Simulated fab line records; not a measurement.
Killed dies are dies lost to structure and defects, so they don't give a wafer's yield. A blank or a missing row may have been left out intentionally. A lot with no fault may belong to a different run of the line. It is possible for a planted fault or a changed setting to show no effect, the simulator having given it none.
Split-lot trial || flow n5-finfet || 21 wafers read across 7 lots, on a route 1938 steps long

ON THE SPLIT
At N5_DUMMY_GATE_ETCH_37 (etches SOC in N2/H2, target depth 60 nm, overetch 30 nm), the setting source-w was moved away from the recipe's 840 W on 6 of the 21 wafers read, by -14.3% to -6.9%. This setting was run at the recipe's value on the other wafers.

The reading is taken at the split's own step.

THE READING
rf-vpp-V, in V, at N5_DUMMY_GATE_ETCH_37 (etches SOC in N2/H2, target depth 60 nm, overetch 30 nm). A value of 524.3 V with a standard deviation of 2 V is what fault-free wafers of this fab line usually give.

{"wafer": "L074.3", "tool, chamber at the split": "rie-diel-04, 2", "source-w as run, W": 840, "against the recipe": "recipe", "rf-vpp-V, V": 527.7, "against lot-mates on the recipe": "-"}
{"wafer": "L074.4", "tool, chamber at the split": "rie-diel-04, 0", "source-w as run, W": 782, "against the recipe": "-6.9%", "rf-vpp-V, V": 535.9, "against lot-mates on the recipe": "+8.2"}
{"wafer": "L074.6", "tool, chamber at the split": "rie-diel-04, 3", "source-w as run, W": 782, "against the recipe": "-6.9%", "rf-vpp-V, V": 540.9, "against lot-mates on the recipe": "+13.2"}
{"wafer": "L076.4", "tool, chamber at the split": "rie-diel-02, 0", "source-w as run, W": 840, "against the recipe": "recipe", "rf-vpp-V, V": 525.5, "against lot-mates on the recipe": "-"}
{"wafer": "L076.5", "tool, chamber at the split": "rie-diel-02, 2", "source-w as run, W": 840, "against the recipe": "recipe", "rf-vpp-V, V": 524.5, "against lot-mates on the recipe": "-"}
{"wafer": "L076.6", "tool, chamber at the split": "rie-diel-02, 3", "source-w as run, W": 840, "against the recipe": "recipe", "rf-vpp-V, V": 525.1, "against lot-mates on the recipe": "-"}
{"wafer": "L079.3", "tool, chamber at the split": "rie-diel-04, 0", "source-w as run, W": 840, "against the recipe": "recipe", "rf-vpp-V, V": 524.4, "against lot-mates on the recipe": "-"}
{"wafer": "L079.5", "tool, chamber at the split": "rie-diel-04, 3", "source-w as run, W": 840, "against the recipe": "recipe", "rf-vpp-V, V": 528.0, "against lot-mates on the recipe": "-"}
{"wafer": "L079.6", "tool, chamber at the split": "rie-diel-04, 2", "source-w as run, W": 840, "against the recipe": "recipe", "rf-vpp-V, V": 527.6, "against lot-mates on the recipe": "-"}
{"wafer": "L085.1", "tool, chamber at the split": "rie-diel-02, 2", "source-w as run, W": 840, "against the recipe": "recipe", "rf-vpp-V, V": 523.6, "against lot-mates on the recipe": "-"}
{"wafer": "L085.2", "tool, chamber at the split": "rie-diel-02, 3", "source-w as run, W": 840, "against the recipe": "recipe", "rf-vpp-V, V": 524.7, "against lot-mates on the recipe": "-"}
{"wafer": "L085.6", "tool, chamber at the split": "rie-diel-02, 2", "source-w as run, W": 763.3, "against the recipe": "-9.1%", "rf-vpp-V, V": 540.6, "against lot-mates on the recipe": "+16.4"}
{"wafer": "L093.4", "tool, chamber at the split": "rie-diel-06, 3", "source-w as run, W": 840, "against the recipe": "recipe", "rf-vpp-V, V": 521.3, "against lot-mates on the recipe": "-"}
{"wafer": "L093.5", "tool, chamber at the split": "rie-diel-06, 2", "source-w as run, W": 840, "against the recipe": "recipe", "rf-vpp-V, V": 521.2, "against lot-mates on the recipe": "-"}
{"wafer": "L093.6", "tool, chamber at the split": "rie-diel-06, 3", "source-w as run, W": 840, "against the recipe": "recipe", "rf-vpp-V, V": 520.0, "against lot-mates on the recipe": "-"}
{"wafer": "L095.1", "tool, chamber at the split": "rie-diel-06, 3", "source-w as run, W": 719.6, "against the recipe": "-14.3%", "rf-vpp-V, V": 549.8, "against lot-mates on the recipe": "no lot-mate on the recipe"}
{"wafer": "L095.2", "tool, chamber at the split": "rie-diel-06, 0", "source-w as run, W": 719.6, "against the recipe": "-14.3%", "rf-vpp-V, V": 553.9, "against lot-mates on the recipe": "no lot-mate on the recipe"}
{"wafer": "L095.3", "tool, chamber at the split": "rie-diel-06, 1", "source-w as run, W": 719.6, "against the recipe": "-14.3%", "rf-vpp-V, V": 552.3, "against lot-mates on the recipe": "no lot-mate on the recipe"}
{"wafer": "L096.4", "tool, chamber at the split": "rie-diel-02, 2", "source-w as run, W": 840, "against the recipe": "recipe", "rf-vpp-V, V": 523.7, "against lot-mates on the recipe": "-"}
{"wafer": "L096.5", "tool, chamber at the split": "rie-diel-02, 0", "source-w as run, W": 840, "against the recipe": "recipe", "rf-vpp-V, V": 525.9, "against lot-mates on the recipe": "-"}
{"wafer": "L096.6", "tool, chamber at the split": "rie-diel-02, 1", "source-w as run, W": 840, "against the recipe": "recipe", "rf-vpp-V, V": 523.9, "against lot-mates on the recipe": "-"}

FIT RESULTS
A straight line over all 21 wafers: rf-vpp-V changes by -1.91 V for each +1% of source-w; r = -0.98; the points scatter about the line by 2.3 V.
The same after taking each lot's own level away (the mean of its wafers on the recipe; 18 wafers): -1.67 V for each +1%; r = -0.97; scatter 1.3 V.
That fit puts the effect of the largest move of source-w on the reading at 24 V.
Measured against the standard deviation above, the lots' own levels, which go from 520.83 to 527.70 V, span 3.4 times it.
Thus the slope moves with the lot-to-lot level: the two fits are different.
Check: with one of the wafers moved furthest among these (-9.1%) left out of the fit, the line predicts +14.1 V for it against its lot-mates. Against them it came out at +16.4 V.
Tool readings at the split's step, against how far the setting was moved: rf-vpp-V r = -0.98.

THESE WAFERS: OTHER SPLITS
Note: prior to the reading, these wafers also went through further splits. Each is held against what the fit with the lots' levels taken away leaves over:
{"other split on the same wafers": "N5_ZERO_LAYER_EXPOSE_08 dose-mj", "wafers away from the commonest value": 7, "r with rf-vpp-V (lot level and that fit taken away)": "+0.16"}
{"other split on the same wafers": "N5_WELL_APT_COAT_02 spin-rpm", "wafers away from the commonest value": 7, "r with rf-vpp-V (lot level and that fit taken away)": -0.34}
{"other split on the same wafers": "N5_FIN_SAQP_PEB_14 peb-time-s", "wafers away from the commonest value": 10, "r with rf-vpp-V (lot level and that fit taken away)": -0.10}
{"other split on the same wafers": "N5_FIN_SAQP_ETCH_52 source-w", "wafers away from the commonest value": 10, "r with rf-vpp-V (lot level and that fit taken away)": "+0.06"}
{"other split on the same wafers": "N5_FIN_CUT_COAT_19 spin-rpm", "wafers away from the commonest value": 5, "r with rf-vpp-V (lot level and that fit taken away)": -0.46}
{"other split on the same wafers": "N5_DUMMY_GATE_DESCUM_20 time-s", "wafers away from the commonest value": 5, "r with rf-vpp-V (lot level and that fit taken away)": "+0.19"}

FILE'S OWN FIT
rf-vpp-V changes by -1.71 V for each +1% of source-w, r = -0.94.
